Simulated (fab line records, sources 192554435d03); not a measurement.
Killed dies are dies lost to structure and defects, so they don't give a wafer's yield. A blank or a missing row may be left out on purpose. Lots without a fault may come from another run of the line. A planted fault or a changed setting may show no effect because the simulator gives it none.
fab line records | flow n5_finfet
record lots=5 wafers=15 last_day=18
route steps=1938 shown BEOL_M1@804
lots that met no fault: from a run of the same line without faults
start_h: hours from the record's first day to the start of the lot's first wafer shown | wait_h: hours since the lot's step before | " the same as in the row above | L1.1+2: a row that stands for several wafers | - no value, or no start given | * or withheld: withheld | < > ~ a bound
route shown NAME@n: a module of which the file shows steps, and the number in the route of the first | usual: mean/standard deviation of fault-free wafers | same: alike in all rows | chamber/n: place in a boat | sites: the reading at each site | _std_site: their standard deviation | _edge_site: outer sites' mean less inner sites' | radius_mm: how far each site lies from the wafer's centre | mask NAME#n: copy n | behind: the tool/chamber that last shaped the wafer | hold: why the lot was held/for how many hours/how that ended | device: the transistor (n, p or np) that didn't switch | end of line: the same wafers' tests at the end of the route | a step without rows: its recipe alone | killed: dies lost to structure and defects at the first sort, not the wafer's yield | map: a wafer's dies, x killed, . not, _ none there
set.NAME: the setting as run; set.NAME@STEP: as run at that earlier step | model.NAME: the simulator's own value behind a step, which no gauge read
lots at some steps of the route; a table a step, a row a wafer
services: from which hour (start_h, from the record's first day; less than 0 if before it) a tool's chamber was out of use, for how many hours, and why
## steps
# step N5_BEOL_M1_HM_STRIP_39
# recipe chemistry=peroxide_tin_strip material=TiN target_depth_a=250 temp_c=50 time_s=158
# columns lot.wafer tool chamber start_h wait_h
L077.2+3+6 wet_bench-05 5,6,1 143.70 0.0
L076.2+3+6 wet_bench-03 2,7,4 147.71 0.1
L086.2+3+4 wet_bench-06 6,0,7 210.84 0.0
L088.2+4+5 wet_bench-03 7,1,0 223.34 0.0
L089.1+4+5 wet_bench-06 4,5,0 223.40 0.1
# step N5_BEOL_M1_SRD_40
# recipe time_s=30 temp_c=23 rinse_liquid=diw dry=ipa_marangoni
# columns lot.wafer tool chamber start_h wait_h
L077.2+3+6 wet_bench-05 5,6,1 143.74 0.0
L076.2+3+6 wet_bench-03 2,7,4 147.76 0.0
L086.2+3+4 wet_bench-06 6,0,7 210.89 0.0
L088.2+4+5 wet_bench-03 7,1,0 223.44 0.0
L089.1+4+5 wet_bench-06 4,5,0 223.45 0.0
# step N5_BEOL_M1_PRECLEAN_42
# recipe chemistry=residue_remover time_s=60 temp_c=40
# columns lot.wafer tool chamber start_h wait_h
L077.2+3+6 wet_bench-05 5,6,1 143.76 0.0
L076.2+3+6 wet_bench-03 2,7,4 147.78 0.0
L086.2+3+4 wet_bench-06 6,0,7 210.91 0.0
L089.1+4+5 wet_bench-06 4,5,0 223.46 0.0
L088.2+4+5 wet_bench-03 7,1,0 223.47 0.0
# step N5_BEOL_M1_SRD_43
# recipe time_s=30 temp_c=23 rinse_liquid=diw dry=ipa_marangoni
# columns lot.wafer tool chamber start_h wait_h
L077.2+3+6 wet_bench-05 5,6,1 143.78 0.0
L076.2+3+6 wet_bench-03 2,7,4 147.79 0.0
L086.2+3+4 wet_bench-06 6,0,7 210.92 0.0
L089.1+4+5 wet_bench-06 4,5,0 223.48 0.0
L088.2+4+5 wet_bench-03 7,1,0 223.50 0.0
# step N5_BEOL_M1_CD_MEAS_35
# recipe target_cd_nm=18 target_cd_y_nm=21 polarity=opening
# usual cd_nm=18.0/0.39
# columns lot.wafer tool chamber start_h wait_h cd_nm
L077.2 cd_sem-03 - 143.82 0.0 17.8
L077.3 " - " " 18.2
L077.6 " - " " 18.0
L076.2 cd_sem-02 - 147.83 0.0 18.5
L076.3 " - " " 17.7
L076.6 " - " " 18.0
L086.2 cd_sem-02 - 210.96 0.0 17.7
L086.3 " - " " 17.8
L086.4 " - " " 17.5
L089.1 cd_sem-03 - 223.52 0.0 17.5
L089.4 " - " " 17.9
L089.5 " - " " 17.9
L088.2 cd_sem-02 - 223.56 0.0 17.3
L088.4 " - " " 17.8
L088.5 " - " " 18.2
# step N5_BEOL_M1_DEGAS_44
# recipe ambient=vacuum temp_c=250 time_s=60
# usual heater_power_w=309/38
# columns lot.wafer tool chamber start_h wait_h heater_power_w
L077.2 pvd_sputter-03 - 144.25 0.4 269
L077.3 " - " " 283
L077.6 " - " " 265
L076.2 pvd_sputter-03 - 148.21 0.4 288
L076.3 " - " " 349
L076.6 " - " " 269
L086.2 pvd_sputter-01 - 211.13 0.2 353
L086.3 " - " " 363
L086.4 " - " " 317
L089.1 pvd_sputter-03 - 223.92 0.4 342
L089.4 " - " " 266
L089.5 " - " " 342
L088.2 pvd_sputter-03 - 224.00 0.4 276
L088.4 " - " " 342
L088.5 " - " " 283
# step N5_BEOL_M1_PRE_CLEAN_45
# recipe gas=H2/He time_s=30 temp_c=250
# usual heater_power_w=309/38
# columns lot.wafer tool chamber start_h wait_h heater_power_w
L077.2 pvd_sputter-03 - 144.29 0.0 268
L077.3 " - " " 281
L077.6 " - " " 262
L076.2 pvd_sputter-03 - 148.25 0.0 293
L076.3 " - " " 349
L076.6 " - " " 268
L086.2 pvd_sputter-01 - 211.17 0.0 357
L086.3 " - " " 357
L086.4 " - " " 311
L089.1 pvd_sputter-03 - 223.96 0.0 349
L089.4 " - " " 278
L089.5 " - " " 350
L088.2 pvd_sputter-03 - 224.04 0.0 268
L088.4 " - " " 350
L088.5 " - " " 285
# step N5_BEOL_M1_ALD_84
# recipe material=TaN target_thk_a=* temp_c=275 ald_precursor_family=PDMAT ald_co_reactant=NH3 pressure_torr=3 carrier_flow_sccm=1500 pulse_time_s=2 purge_time_s=3 co_reactant_purge_time_s=2 co_reactant_pulse_time_s=3 ald_cycles=30 precursor_vessel_temp_c=75 precursor_vessel_pressure_torr=26.25 precursor_vessel_carrier_sccm=1000
# usual heater_power_w=420/43
# same purge_time_s=3
# columns lot.wafer tool chamber start_h wait_h heater_power_w
L077.2 ald_metal-01 1 144.37 0.1 390
L077.3 " 2 " " 340
L077.6 " 0 " " 416
L076.2 ald_metal-01 3 148.34 0.1 402
L076.3 " 2 " " 325
L076.6 " 0 " " 422
L086.2 ald_metal-03 0 211.28 0.1 436
L086.3 " 1 " " 396
L086.4 " 3 " " 415
L089.1 ald_metal-04 0 224.04 0.1 514
L089.4 " 3 " " 477
L089.5 " 0 " " 518
L088.2 ald_metal-01 1 224.14 0.1 384
L088.4 " 2 " " 344
L088.5 " 2 " " 337
# step N5_BEOL_M1_SURFACE_TREAT_85
# recipe gas=Ar time_s=* ion_energy_ev=* ion_current_ma_cm2=0.5 pressure_mtorr=* ar_flow_sccm=30
# usual throttle_valve_pct=*
# columns lot.wafer tool chamber start_h wait_h throttle_valve_pct
L077.2 pvd_sputter-01 - 144.64 0.2 *
L077.3 " - " " *
L077.6 " - " " *
L076.2 pvd_sputter-01 - 148.76 0.3 *
L076.3 " - " " *
L076.6 " - " " *
L086.2 pvd_sputter-02 - 211.52 0.1 *
L086.3 " - " " *
L086.4 " - " " *
L089.1 pvd_sputter-03 - 224.30 0.2 *
L089.4 " - " " *
L089.5 " - " " *
L088.2 pvd_sputter-03 - 224.44 0.2 *
L088.4 " - " " *
L088.5 " - " " *
# step N5_BEOL_M1_CVD_47
# recipe material=Co target_thk_a=30 temp_c=withheld precursor=CCTBA/H2 pressure_torr=30 time_s=223.8
# columns lot.wafer tool chamber start_h wait_h
L077.2+3+6 cvd_co-02 2,0,2 144.82 0.2
L076.2+3+6 cvd_co-01 2,1,0 148.82 0.0
L086.2+3+4 cvd_co-02 0,2,1 211.61 0.1
L089.1+4+5 cvd_co-02 1,0,2 224.42 0.1
L088.2+4+5 cvd_co-01 0,1,0 224.50 0.0
# step N5_BEOL_M1_SPUTTER_48
# recipe material=Cu target_thk_a=45 temp_c=-20 chamber_pressure_pa=0.07 power_w=withheld time_s=8.29
# usual chamber_pressure_pa=0.07001/0.00015 throttle_valve_pct=29.9/1.1
# columns lot.wafer tool chamber start_h wait_h chamber_pressure_pa throttle_valve_pct
L077.2 pvd_sputter-01 - 145.08 0.2 0.0699 27.9
L077.3 " - " " 0.06988 29.6
L077.6 " - " " 0.06998 30.0
L076.2 pvd_sputter-02 - 149.32 0.4 0.06982 29.7
L076.3 " - " " 0.07003 31.9
L076.6 " - " " 0.06981 29.6
L086.2 pvd_sputter-03 - 211.83 0.2 0.0701 28.4
L086.3 " - " " 0.06987 28.9
L086.4 " - " " 0.07005 30.5
L089.1 pvd_sputter-02 - 224.66 0.2 0.07001 31.7
L089.4 " - " " 0.06998 29.7
L089.5 " - " " 0.06975 29.9
L088.2 pvd_sputter-03 - 224.80 0.2 0.07011 30.7
L088.4 " - " " 0.06994 28.5
L088.5 " - " " 0.07009 28.7
# step N5_BEOL_M1_ANNEAL_49
# recipe temp_c=400 time_s=240 ambient=vacuum
# usual heater_power_w=791/97
# columns lot.wafer tool chamber start_h wait_h heater_power_w
L077.2 pvd_sputter-01 - 145.16 0.0 880
L077.3 " - " " 888
L077.6 " - " " 768
L076.2 pvd_sputter-02 - 149.40 0.0 817
L076.3 " - " " 697
L076.6 " - " " 806
L086.2 pvd_sputter-03 - 211.91 0.0 850
L086.3 " - " " 661
L086.4 " - " " 675
L089.1 pvd_sputter-02 - 224.74 0.0 709
L089.4 " - " " 822
L089.5 " - " " 971
L088.2 pvd_sputter-03 - 224.88 0.0 734
L088.4 " - " " 870
L088.5 " - " " 875
# step N5_BEOL_M1_SPUTTER_79
# recipe material=Cu target_thk_a=45 temp_c=-20 chamber_pressure_pa=0.07 power_w=withheld time_s=8.29
# usual chamber_pressure_pa=0.06998/0.00014 throttle_valve_pct=30.0/1.1
# columns lot.wafer tool chamber start_h wait_h chamber_pressure_pa throttle_valve_pct
L077.2 pvd_sputter-01 - 145.30 0.1 0.06984 27.8
L077.3 " - " " 0.06993 29.4
L077.6 " - " " 0.07007 29.7
L076.2 pvd_sputter-02 - 149.54 0.1 0.06997 29.7
L076.3 " - " " 0.07003 31.7
L076.6 " - " " 0.07013 29.4
L086.2 pvd_sputter-03 - 212.05 0.1 0.06993 28.4
L086.3 " - " " 0.06997 29.1
L086.4 " - " " 0.07015 30.4
L089.1 pvd_sputter-02 - 224.88 0.1 0.06991 31.9
L089.4 " - " " 0.07006 29.7
L089.5 " - " " 0.07014 29.9
L088.2 pvd_sputter-03 - 225.02 0.1 0.0702 30.8
L088.4 " - " " 0.07002 28.2
L088.5 " - " " 0.07032 28.4
# step N5_BEOL_M1_ANNEAL_80
# recipe temp_c=400 time_s=240 ambient=vacuum
# usual heater_power_w=792/96
# columns lot.wafer tool chamber start_h wait_h heater_power_w
L077.2 pvd_sputter-01 - 145.38 0.0 880
L077.3 " - " " 883
L077.6 " - " " 784
L076.2 pvd_sputter-02 - 149.62 0.0 802
L076.3 " - " " 682
L076.6 " - " " 803
L086.2 pvd_sputter-03 - 212.13 0.0 880
L086.3 " - " " 657
L086.4 " - " " 675
L089.1 pvd_sputter-02 - 224.96 0.0 681
L089.4 " - " " 807
L089.5 " - " " 951
L088.2 pvd_sputter-03 - 225.10 0.0 707
L088.4 " - " " 873
L088.5 " - " " 860
# step N5_BEOL_M1_SPUTTER_81
# recipe material=Cu target_thk_a=45 temp_c=-20 chamber_pressure_pa=0.07 power_w=withheld time_s=8.29
# usual chamber_pressure_pa=0.07/0.00014 throttle_valve_pct=29.9/1.1
# columns lot.wafer tool chamber start_h wait_h chamber_pressure_pa throttle_valve_pct
L077.2 pvd_sputter-01 - 145.52 0.1 0.07006 27.6
L077.3 " - " " 0.07003 29.8
L077.6 " - " " 0.06999 30.0
L076.2 pvd_sputter-02 - 149.76 0.1 0.06989 29.6
L076.3 " - " " 0.06989 31.8
L076.6 " - " " 0.06986 29.7
L086.2 pvd_sputter-03 - 212.27 0.1 0.07004 28.6
L086.3 " - " " 0.06999 29.5
L086.4 " - " " 0.06977 30.8
L089.1 pvd_sputter-02 - 225.10 0.1 0.07007 31.7
L089.4 " - " " 0.07007 29.7
L089.5 " - " " 0.07001 30.1
L088.2 pvd_sputter-03 - 225.24 0.1 0.06993 30.5
L088.4 " - " " 0.07001 28.6
L088.5 " - " " 0.07001 28.5
# step N5_BEOL_M1_ANNEAL_82
# recipe temp_c=400 time_s=240 ambient=vacuum
# usual heater_power_w=792/97
# columns lot.wafer tool chamber start_h wait_h heater_power_w
L077.2 pvd_sputter-01 - 145.60 0.0 903
L077.3 " - " " 892
L077.6 " - " " 779
L076.2 pvd_sputter-02 - 149.84 0.0 812
L076.3 " - " " 706
L076.6 " - " " 808
L086.2 pvd_sputter-03 - 212.35 0.0 862
L086.3 " - " " 651
L086.4 " - " " 684
L089.1 pvd_sputter-02 - 225.18 0.0 691
L089.4 " - " " 777
L089.5 " - " " 964
L088.2 pvd_sputter-03 - 225.32 0.0 719
L088.4 " - " " 869
L088.5 " - " " 874
# step N5_BEOL_M1_SPUTTER_86
# recipe material=Cu target_thk_a=45 temp_c=-20 chamber_pressure_pa=0.07 power_w=withheld time_s=8.29
# usual chamber_pressure_pa=0.06998/0.00016 throttle_valve_pct=29.9/1.1
# columns lot.wafer tool chamber start_h wait_h chamber_pressure_pa throttle_valve_pct
L077.2 pvd_sputter-01 - 145.74 0.1 0.07005 27.8
L077.3 " - " " 0.06975 29.5
L077.6 " - " " 0.06996 30.1
L076.2 pvd_sputter-02 - 149.98 0.1 0.06955 29.7
L076.3 " - " " 0.06996 31.8
L076.6 " - " " 0.06964 29.7
L086.2 pvd_sputter-03 - 212.49 0.1 0.06974 28.7
L086.3 " - " " 0.07006 29.0
L086.4 " - " " 0.07012 30.6
L089.1 pvd_sputter-02 - 225.32 0.1 0.06971 31.6
L089.4 " - " " 0.07002 29.9
L089.5 " - " " 0.06998 29.6
L088.2 pvd_sputter-03 - 225.46 0.1 0.06977 30.7
L088.4 " - " " 0.06992 28.7
L088.5 " - " " 0.06982 28.2
# step N5_BEOL_M1_ANNEAL_87
# recipe temp_c=400 time_s=240 ambient=vacuum
# usual heater_power_w=793/95
# columns lot.wafer tool chamber start_h wait_h heater_power_w
L077.2 pvd_sputter-01 - 145.82 0.0 889
L077.3 " - " " 861
L077.6 " - " " 817
L076.2 pvd_sputter-02 - 150.06 0.0 815
L076.3 " - " " 694
L076.6 " - " " 824
L086.2 pvd_sputter-03 - 212.57 0.0 851
L086.3 " - " " 665
L086.4 " - " " 699
L089.1 pvd_sputter-02 - 225.40 0.0 684
L089.4 " - " " 798
L089.5 " - " " 956
L088.2 pvd_sputter-03 - 225.54 0.0 694
L088.4 " - " " 853
L088.5 " - " " 856
# step N5_BEOL_M1_SPUTTER_88
# recipe material=Cu target_thk_a=45 temp_c=-20 chamber_pressure_pa=0.07 power_w=withheld time_s=8.29
# usual chamber_pressure_pa=0.06999/0.00014 throttle_valve_pct=29.9/1.1
# columns lot.wafer tool chamber start_h wait_h chamber_pressure_pa throttle_valve_pct
L077.2 pvd_sputter-01 - 145.96 0.1 0.07026 27.7
L077.3 " - " " 0.07002 29.5
L077.6 " - " " 0.07 29.8
L076.2 pvd_sputter-02 - 150.20 0.1 0.0699 29.4
L076.3 " - " " 0.07013 31.8
L076.6 " - " " 0.06996 29.8
L086.2 pvd_sputter-03 - 212.71 0.1 0.06988 28.9
L086.3 " - " " 0.07029 29.4
L086.4 " - " " 0.06995 30.7
L089.1 pvd_sputter-02 - 225.54 0.1 0.06999 31.8
L089.4 " - " " 0.06995 29.8
L089.5 " - " " 0.07007 29.9
L088.2 pvd_sputter-03 - 225.68 0.1 0.07008 30.6
L088.4 " - " " 0.07006 28.4
L088.5 " - " " 0.07007 28.5
# step N5_BEOL_M1_ANNEAL_89
# recipe temp_c=400 time_s=240 ambient=vacuum
# usual heater_power_w=792/95
# columns lot.wafer tool chamber start_h wait_h heater_power_w
L077.2 pvd_sputter-01 - 146.04 0.0 863
L077.3 " - " " 902
L077.6 " - " " 818
L076.2 pvd_sputter-02 - 150.28 0.0 836
L076.3 " - " " 690
L076.6 " - " " 803
L086.2 pvd_sputter-03 - 212.79 0.0 841
L086.3 " - " " 650
L086.4 " - " " 676
L089.1 pvd_sputter-02 - 225.62 0.0 692
L089.4 " - " " 791
L089.5 " - " " 983
L088.2 pvd_sputter-03 - 225.76 0.0 700
L088.4 " - " " 876
L088.5 " - " " 876
# step N5_BEOL_M1_SPUTTER_90
# recipe material=Cu target_thk_a=45 temp_c=-20 chamber_pressure_pa=0.07 power_w=withheld time_s=8.29
# usual chamber_pressure_pa=0.06999/0.00014 throttle_valve_pct=29.9/1.1
# columns lot.wafer tool chamber start_h wait_h chamber_pressure_pa throttle_valve_pct
L077.2 pvd_sputter-01 - 146.18 0.1 0.06997 27.5
L077.3 " - " " 0.06998 29.6
L077.6 " - " " 0.0701 30.0
L076.2 pvd_sputter-02 - 150.42 0.1 0.06987 29.7
L076.3 " - " " 0.07008 31.8
L076.6 " - " " 0.06995 29.7
L086.2 pvd_sputter-03 - 212.93 0.1 0.07005 28.5
L086.3 " - " " 0.06983 29.0
L086.4 " - " " 0.06999 30.5
L089.1 pvd_sputter-02 - 225.76 0.1 0.07017 32.0
L089.4 " - " " 0.07023 29.7
L089.5 " - " " 0.07023 30.1
L088.2 pvd_sputter-03 - 225.90 0.1 0.06969 30.5
L088.4 " - " " 0.07024 28.6
L088.5 " - " " 0.07019 28.5
# step N5_BEOL_M1_ANNEAL_91
# recipe temp_c=400 time_s=240 ambient=vacuum
# usual heater_power_w=792/97
# columns lot.wafer tool chamber start_h wait_h heater_power_w
L077.2 pvd_sputter-01 - 146.26 0.0 896
L077.3 " - " " 873
L077.6 " - " " 787
L076.2 pvd_sputter-02 - 150.50 0.0 818
L076.3 " - " " 684
L076.6 " - " " 802
L086.2 pvd_sputter-03 - 213.01 0.0 886
L086.3 " - " " 658
L086.4 " - " " 674
L089.1 pvd_sputter-02 - 225.84 0.0 693
L089.4 " - " " 823
L089.5 " - " " 948
L088.2 pvd_sputter-03 - 225.98 0.0 701
L088.4 " - " " 863
L088.5 " - " " 847
# step N5_BEOL_M1_SPUTTER_92
# recipe material=Cu target_thk_a=45 temp_c=-20 chamber_pressure_pa=0.07 power_w=withheld time_s=8.29
# usual chamber_pressure_pa=0.07/0.00014 throttle_valve_pct=29.9/1.1
# columns lot.wafer tool chamber start_h wait_h chamber_pressure_pa throttle_valve_pct
L077.2 pvd_sputter-01 - 146.40 0.1 0.06998 27.6
L077.3 " - " " 0.06997 29.7
L077.6 " - " " 0.06967 29.8
L076.2 pvd_sputter-02 - 150.64 0.1 0.06984 29.7
L076.3 " - " " 0.06986 31.9
L076.6 " - " " 0.06983 29.8
L086.2 pvd_sputter-03 - 213.15 0.1 0.07003 28.5
L086.3 " - " " 0.06999 29.1
L086.4 " - " " 0.07018 30.9
L089.1 pvd_sputter-02 - 225.98 0.1 0.06997 31.9
L089.4 " - " " 0.0698 29.6
L089.5 " - " " 0.0698 30.0
L088.2 pvd_sputter-03 - 226.12 0.1 0.07025 30.9
L088.4 " - " " 0.07003 28.8
L088.5 " - " " 0.06988 28.3
# step N5_BEOL_M1_ANNEAL_93
# recipe temp_c=400 time_s=240 ambient=vacuum
# usual heater_power_w=793/97
# columns lot.wafer tool chamber start_h wait_h heater_power_w
L077.2 pvd_sputter-01 - 146.48 0.0 878
L077.3 " - " " 878
L077.6 " - " " 800
L076.2 pvd_sputter-02 - 150.72 0.0 800
L076.3 " - " " 700
L076.6 " - " " 835
L086.2 pvd_sputter-03 - 213.23 0.0 859
L086.3 " - " " 661
L086.4 " - " " 693
L089.1 pvd_sputter-02 - 226.06 0.0 704
L089.4 " - " " 811
L089.5 " - " " 955
L088.2 pvd_sputter-03 - 226.20 0.0 703
L088.4 " - " " 888
L088.5 " - " " 871
# step N5_BEOL_M1_SPUTTER_94
# recipe material=Cu target_thk_a=45 temp_c=-20 chamber_pressure_pa=0.07 power_w=withheld time_s=8.29
# usual chamber_pressure_pa=0.06997/0.00013 throttle_valve_pct=29.9/1
# columns lot.wafer tool chamber start_h wait_h chamber_pressure_pa throttle_valve_pct
L077.2 pvd_sputter-01 - 146.62 0.1 0.06991 27.6
L077.3 " - " " 0.07005 29.7
L077.6 " - " " 0.06996 30.0
L076.2 pvd_sputter-02 - 150.86 0.1 0.07008 29.7
L076.3 " - " " 0.0701 31.8
L076.6 " - " " 0.06993 29.7
L086.2 pvd_sputter-03 - 213.37 0.1 0.07006 28.5
L086.3 " - " " 0.07004 29.1
L086.4 " - " " 0.06985 30.4
L089.1 pvd_sputter-02 - 226.20 0.1 0.07017 31.6
L089.4 " - " " 0.07004 29.6
L089.5 " - " " 0.06987 29.7
L088.2 pvd_sputter-03 - 226.34 0.1 0.07008 30.4
L088.4 " - " " 0.07 28.6
L088.5 " - " " 0.07014 28.5
# step N5_BEOL_M1_ANNEAL_95
# recipe temp_c=400 time_s=240 ambient=vacuum
# usual heater_power_w=791/96
# columns lot.wafer tool chamber start_h wait_h heater_power_w
L077.2 pvd_sputter-01 - 146.70 0.0 854
L077.3 " - " " 905
L077.6 " - " " 781
L076.2 pvd_sputter-02 - 150.94 0.0 804
L076.3 " - " " 690
L076.6 " - " " 823
L086.2 pvd_sputter-03 - 213.45 0.0 844
L086.3 " - " " 632
L086.4 " - " " 680
L089.1 pvd_sputter-02 - 226.28 0.0 711
L089.4 " - " " 818
L089.5 " - " " 952
L088.2 pvd_sputter-03 - 226.42 0.0 700
L088.4 " - " " 862
L088.5 " - " " 856
# step N5_BEOL_M1_SPUTTER_96
# recipe material=Cu target_thk_a=45 temp_c=-20 chamber_pressure_pa=0.07 power_w=withheld time_s=8.29
# usual chamber_pressure_pa=0.06998/0.00015 throttle_valve_pct=30.0/1.1
# columns lot.wafer tool chamber start_h wait_h chamber_pressure_pa throttle_valve_pct
L077.2 pvd_sputter-01 - 146.84 0.1 0.07 27.7
L077.3 " - " " 0.06984 29.6
L077.6 " - " " 0.06994 30.0
L076.2 pvd_sputter-02 - 151.08 0.1 0.06991 29.9
L076.3 " - " " 0.07005 31.6
L076.6 " - " " 0.06996 29.9
L086.2 pvd_sputter-03 - 213.59 0.1 0.06976 28.6
L086.3 " - " " 0.06999 29.2
L086.4 " - " " 0.06984 30.3
L089.1 pvd_sputter-02 - 226.42 0.1 0.07012 31.7
L089.4 " - " " 0.07021 29.8
L089.5 " - " " 0.06981 29.9
L088.2 pvd_sputter-03 - 226.56 0.1 0.07018 30.8
L088.4 " - " " 0.07023 28.4
L088.5 " - " " 0.06983 28.4
# step N5_BEOL_M1_ECD_50
# recipe material=Cu target_thk_a=3000
# columns lot.wafer tool chamber start_h wait_h
L077.2+3+6 ecd_cu-02 1,0,0 146.96 0.1
L076.2+3+6 ecd_cu-01 1,0,1 151.20 0.1
L086.2+3+4 ecd_cu-01 1,0,1 213.70 0.1
L089.1+4+5 ecd_cu-02 1,1,0 226.54 0.1
L088.2+4+5 ecd_cu-02 1,0,0 226.68 0.1
# step N5_BEOL_M1_ANNEAL_51
# recipe temp_c=225 time_s=90 ambient=N2
# usual anneal_temp_c_max=225.9/0.3 wafer_temp_C_max=226.00/0.25
# columns lot.wafer tool chamber start_h wait_h anneal_temp_c_max wafer_temp_C_max
L077.2 rtp_anneal-02 0 147.20 0.2 225.9 225.65
L077.3 " 0 " " 226.4 225.79
L077.6 " 0 " " 225.6 225.68
L076.2 rtp_anneal-02 0 154.23 3.0 225.8 225.90
L076.3 " 0 " " 226.0 226.30
L076.6 " 0 " " 225.9 225.81
L086.2 rtp_anneal-01 0 213.84 0.1 225.5 226.18
L086.3 " 0 " " 225.6 226.09
L086.4 " 0 " " 225.7 226.07
L089.1 rtp_anneal-01 0 226.62 0.1 225.4 226.44
L089.4 " 0 " " 225.3 226.25
L089.5 " 0 " " 225.4 226.07
L088.2 rtp_anneal-02 0 227.06 0.4 226.0 225.83
L088.4 " 0 " " 225.9 226.49
L088.5 " 0 " " 226.0 226.24
# step N5_BEOL_M1_CMP_52
# recipe stop_on=SiOC t_overpolish_s=6.8 down_force_psi=1 platen_rpm=50 clearing_platen_down_force_psi=1.5 clearing_platen_rpm=50 post_cmp_clean=cu_alkaline target_thk_nm=40 clearing_platen_pad_velocity_m_s=0.99484 pad_velocity_m_s=0.99484
# usual barrier_field_endpoint_s=25.0/0.59 motor_current_A=6.1/0.57 overpolish_run_s=6.801/0.0089 pad_life_wafers=1336/550 time_to_endpoint_s=64/3.5
# columns lot.wafer tool chamber start_h wait_h barrier_field_endpoint_s motor_current_A overpolish_run_s pad_life_wafers time_to_endpoint_s
L077.2 cmp-01 1 147.67 0.4 24.5 6.5 6.806 984 61
L077.3 " 3 " " 25.2 5.8 6.789 986 67
L077.6 " 2 " " 25.0 6.7 6.797 - 62
L076.3 cmp-01 3 154.56 0.2 26.3 5.6 6.794 1016 73
L076.2 " 0 " " 25.3 5.6 6.802 1017 68
L076.6 " 1 " " 25.8 6.2 6.793 - 66
L086.4 cmp-01 2 214.10 0.1 25.0 6.6 6.797 1578 61
L086.3 " 3 " " 25.5 5.7 6.806 1579 69
L086.2 " 0 " " 24.9 5.6 6.782 1580 62
L089.1 cmp-01 3 227.14 0.5 26.0 5.7 6.796 1741 70
L089.4 " 0 " " 25.7 5.6 6.798 1742 69
L089.5 " 2 " " 25.3 6.5 6.804 - 65
L088.4 cmp-03 0 227.43 0.2 25.2 5.8 6.801 1230 66
L088.2 " 2 " " 25.2 5.3 6.797 1232 62
L088.5 " 1 " " 25.6 5.5 6.798 - 62
# step N5_BEOL_M1_THK_MEAS_53
# recipe thk_meas_gauge=xrf reads=Cu_of_BEOL_M1_ECD_50
# usual M1_THK=40.5/1.5
# columns lot.wafer tool chamber start_h wait_h M1_THK[nm]
L077.2 film_metro-02 - 147.97 - 40.1
L077.3 " - " " 42.1
L077.6 " - " " 40.2
L076.2 film_metro-02 - 154.78 - 39.9
L076.3 " - " " 40.1
L076.6 " - " " 42.3
L086.2 film_metro-01 - 214.39 - 39.1
L086.3 " - " " 41.3
L086.4 " - " " 41.0
L089.1 film_metro-02 - 227.39 - 40.1
L089.4 " - " " 41.5
L089.5 " - " " 39.6
L088.2 film_metro-02 - 227.73 - 38.1
L088.4 " - " " 43.4
L088.5 " - " " 41.2
# step N5_BEOL_M1_PRE_CLEAN_60
# recipe gas=NH3/H2 time_s=15 temp_c=* rf_power_w=300
# usual heater_power_w=72/12
# columns lot.wafer tool chamber start_h wait_h heater_power_w
L077.2 cvd_co-01 1 148.00 0.0 78
L077.3 " 0 " " 59
L077.6 " 1 " " 79
L076.2 cvd_co-01 0 154.81 0.0 58
L076.3 " 2 " " 58
L076.6 " 1 " " 80
L086.2 cvd_co-01 1 214.43 0.0 79
L086.3 " 2 " " 59
L086.4 " 1 " " 79
L089.1 cvd_co-01 2 227.43 0.0 60
L089.4 " 1 " " 79
L089.5 " 0 " " 59
L088.2 cvd_co-02 1 227.77 0.0 93
L088.4 " 1 " " 92
L088.5 " 0 " " 65
# step N5_BEOL_M1_CO_CAP_55
# recipe material=Co target_thk_a=20 temp_c=200 precursor=CCTBA/H2 pressure_torr=30 time_s=102.1
# usual heater_power_w=220/15
# columns lot.wafer tool chamber start_h wait_h heater_power_w
L077.2 cvd_co-01 1 148.04 0.0 224
L077.3 " 0 " " 206
L077.6 " 1 " " 227
L076.2 cvd_co-01 0 154.85 0.0 205
L076.3 " 2 " " 202
L076.6 " 1 " " 235
L086.2 cvd_co-01 1 214.47 0.0 224
L086.3 " 2 " " 204
L086.4 " 1 " " 236
L089.1 cvd_co-01 2 227.47 0.0 208
L089.4 " 1 " " 225
L089.5 " 0 " " 201
L088.2 cvd_co-02 1 227.81 0.0 244
L088.4 " 1 " " 234
L088.5 " 0 " " 215
# step N5_BEOL_M1_PRE_CLEAN_56
# recipe gas=NH3 time_s=15 temp_c=withheld rf_power_w=300
# columns lot.wafer tool chamber start_h wait_h
L077.2+3+6 pecvd-04 2,1,2 148.14 0.1
L076.2+3+6 pecvd-02 1,0,1 154.95 0.1
L086.2+3+4 pecvd-02 1,0,2 214.56 0.1
L089.1+4+5 pecvd-04 2,2,1 227.56 0.1
L088.2+4+5 pecvd-02 0,2,1 227.91 0.1
# step N5_BEOL_M1_DEP_57
# recipe material=SiCN target_thk_a=80 temp_c=withheld precursor=3MS/NH3 pressure_torr=3 rf_w=202 time_s=14
# usual showerhead_plenum_p_Torr=3.665/0.014 throttle_valve_pct=8.9/0.43
# columns lot.wafer tool chamber start_h wait_h showerhead_plenum_p_Torr throttle_valve_pct
L077.2 pecvd-04 2 148.16 0.0 3.672 8.6
L077.3 " 1 " " 3.651 8.6
L077.6 " 2 " " 3.677 8.6
L076.2 pecvd-02 1 154.97 0.0 3.646 8.4
L076.3 " 0 " " 3.673 9.5
L076.6 " 1 " " 3.649 8.8
L086.2 pecvd-02 1 214.59 0.0 3.647 8.7
L086.3 " 0 " " 3.687 9.2
L086.4 " 2 " " 3.673 9.4
L089.1 pecvd-04 2 227.59 0.0 3.679 8.7
L089.4 " 2 " " 3.676 8.8
L089.5 " 1 " " 3.640 8.5
L088.2 pecvd-02 0 227.93 0.0 3.669 9.1
L088.4 " 2 " " 3.674 9.4
L088.5 " 1 " " 3.647 8.4
## services
# columns tool chamber start_h hours kind
cvd_co-02 0 122.66 6.9 repair
cvd_co-02 2 123.80 9.2 repair
pecvd-02 0 125.05 9.5 repair
wet_bench-06 - 127.30 6.4 repair
wet_bench-05 - 132.58 4.4 pm
cvd_co-01 - 134.37 2.8 pm
ecd_cu-02 - 138.92 4.0 repair
cvd_co-01 - 139.01 6.9 pm
wet_bench-06 - 146.66 2.9 repair
cmp-01 - 149.55 4.3 repair
wet_bench-06 - 159.46 1.9 pm
cmp-03 - 161.38 0.3 repair
rtp_anneal-02 - 180.63 2.9 pm
ecd_cu-01 - 182.22 4.0 repair
ecd_cu-01 - 189.50 3.2 repair
cmp-03 - 193.45 7.5 pm
cmp-01 - 209.94 0.7 repair
cmp-03 - 212.44 7.1 pm
cvd_co-02 - 217.85 0.5 repair
## key
fault none
